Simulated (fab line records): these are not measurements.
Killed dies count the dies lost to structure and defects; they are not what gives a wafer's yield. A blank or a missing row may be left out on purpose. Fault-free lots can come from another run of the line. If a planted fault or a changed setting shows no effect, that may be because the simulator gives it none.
Matching of chambers :: flow n5 finfet :: N5_BEOL_M5_DESCUM_33 on rie diel-02: 4 sister chambers
The step chemistry O2, time 7 s. 20 wafers are shown with their chamber, then 10 later ones without.

== WAFERS, EACH WITH ITS CHAMBER ==
wafer: L077.2
chamber: 1
showerhead plenum p Torr (Torr): 2.18
throttle valve pct (%): 20.10
drypump motor current A (A): 6.2

wafer: L077.4
chamber: 0
showerhead plenum p Torr (Torr): 2.21
throttle valve pct (%): 20.12
drypump motor current A (A): 6.0

wafer: L077.5
chamber: 0
showerhead plenum p Torr (Torr): 2.21
throttle valve pct (%): 20.11
drypump motor current A (A): 6.1

wafer: L082.1
chamber: 1
showerhead plenum p Torr (Torr): 2.18
throttle valve pct (%): 20.11
drypump motor current A (A): 6.2

wafer: L082.3
chamber: 3
showerhead plenum p Torr (Torr): 2.24
throttle valve pct (%): 20.30
drypump motor current A (A): 5.6

wafer: L082.6
chamber: 3
showerhead plenum p Torr (Torr): 2.24
throttle valve pct (%): 20.31
drypump motor current A (A): 5.6

wafer: L083.2
chamber: 3
showerhead plenum p Torr (Torr): 2.24
throttle valve pct (%): 20.30
drypump motor current A (A): 5.6

wafer: L083.3
chamber: 2
showerhead plenum p Torr (Torr): 1.98
throttle valve pct (%): 20.76
drypump motor current A (A): 6.2

wafer: L083.6
chamber: 0
showerhead plenum p Torr (Torr): 2.21
throttle valve pct (%): 20.13
drypump motor current A (A): 6.0

wafer: L084.2
chamber: 1
showerhead plenum p Torr (Torr): 2.17
throttle valve pct (%): 20.14
drypump motor current A (A): 6.2

wafer: L084.3
chamber: 0
showerhead plenum p Torr (Torr): 2.20
throttle valve pct (%): 20.14
drypump motor current A (A): 6.0

wafer: L084.6
chamber: 0
showerhead plenum p Torr (Torr): 2.20
throttle valve pct (%): 20.15
drypump motor current A (A): 6.0

wafer: L086.4
chamber: 1
showerhead plenum p Torr (Torr): 2.17
throttle valve pct (%): 20.13
drypump motor current A (A): 6.3

wafer: L086.5
chamber: 3
showerhead plenum p Torr (Torr): 2.23
throttle valve pct (%): 20.33
drypump motor current A (A): 5.6

wafer: L086.6
chamber: 0
showerhead plenum p Torr (Torr): 2.20
throttle valve pct (%): 20.17
drypump motor current A (A): 6.0

wafer: L089.1
chamber: 0
showerhead plenum p Torr (Torr): 2.20
throttle valve pct (%): 20.14
drypump motor current A (A): 6.0

wafer: L089.2
chamber: 3
showerhead plenum p Torr (Torr): 2.23
throttle valve pct (%): 20.32
drypump motor current A (A): 5.6

wafer: L089.4
chamber: 2
showerhead plenum p Torr (Torr): 1.98
throttle valve pct (%): 20.78
drypump motor current A (A): 6.2

wafer: L090.2
chamber: 2
showerhead plenum p Torr (Torr): 1.98
throttle valve pct (%): 20.77
drypump motor current A (A): 6.2

wafer: L090.3
chamber: 1
showerhead plenum p Torr (Torr): 2.17
throttle valve pct (%): 20.14
drypump motor current A (A): 6.2

SIGNATURES, as means of the wafers listed above
reading: showerhead plenum p Torr
chamber 0: 2.2043
chamber 1: 2.1740
chamber 2: 1.9800
chamber 3: 2.2360
scatter within a chamber: 0.00507

reading: throttle valve pct
chamber 0: 20.1371
chamber 1: 20.1240
chamber 2: 20.7700
chamber 3: 20.3120
scatter within a chamber: 0.0169

reading: drypump motor current A
chamber 0: 6.014
chamber 1: 6.220
chamber 2: 6.200
chamber 3: 5.600
scatter within a chamber: 0.0322
Rule: a wafer lies at a distance from a chamber equal to the root of the sum of squares, over the readings, of (its reading less the chamber's mean, divided by the reading's scatter). The wafer belongs to the nearest chamber; if the next one is less than 2 further off, it can't be placed. The scatter is the square root of a quotient: the sum, over the shown wafers, of each reading's squared deviation from its chamber's mean, divided by wafers minus chambers.

== WAFERS MISSING THEIR CHAMBER ==
wafer: L090.5
showerhead plenum p Torr (Torr): 2.17
throttle valve pct (%): 20.15
drypump motor current A (A): 6.2

wafer: L091.1
showerhead plenum p Torr (Torr): 2.20
throttle valve pct (%): 20.15
drypump motor current A (A): 6.0

wafer: L091.3
showerhead plenum p Torr (Torr): 2.23
throttle valve pct (%): 20.33
drypump motor current A (A): 5.6

wafer: L091.6
showerhead plenum p Torr (Torr): 1.98
throttle valve pct (%): 20.79
drypump motor current A (A): 6.2

wafer: L095.2
showerhead plenum p Torr (Torr): 2.17
throttle valve pct (%): 20.14
drypump motor current A (A): 6.2

wafer: L095.4
showerhead plenum p Torr (Torr): 1.98
throttle valve pct (%): 20.78
drypump motor current A (A): 6.2

wafer: L095.6
showerhead plenum p Torr (Torr): 2.20
throttle valve pct (%): 20.17
drypump motor current A (A): 6.1

wafer: L096.1
showerhead plenum p Torr (Torr): 1.98
throttle valve pct (%): 20.80
drypump motor current A (A): 6.2

wafer: L096.2
showerhead plenum p Torr (Torr): 2.17
throttle valve pct (%): 20.17
drypump motor current A (A): 6.2

wafer: L096.6
showerhead plenum p Torr (Torr): 2.17
throttle valve pct (%): 20.16
drypump motor current A (A): 6.2

== THE CHAMBER EACH PASSED THROUGH ==
wafer: L090.5
from the rows above: 1
in truth: 1

wafer: L091.1
from the rows above: 0
in truth: 0

wafer: L091.3
from the rows above: 3
in truth: 3

wafer: L091.6
from the rows above: 2
in truth: 2

wafer: L095.2
from the rows above: 1
in truth: 1

wafer: L095.4
from the rows above: 2
in truth: 2

wafer: L095.6
from the rows above: 0
in truth: 0

wafer: L096.1
from the rows above: 2
in truth: 2

wafer: L096.2
from the rows above: 1
in truth: 1

wafer: L096.6
from the rows above: 1
in truth: 1
Correctly placed: 10 of 10. Number that these rows cannot place: 0. 0 placed wrongly.
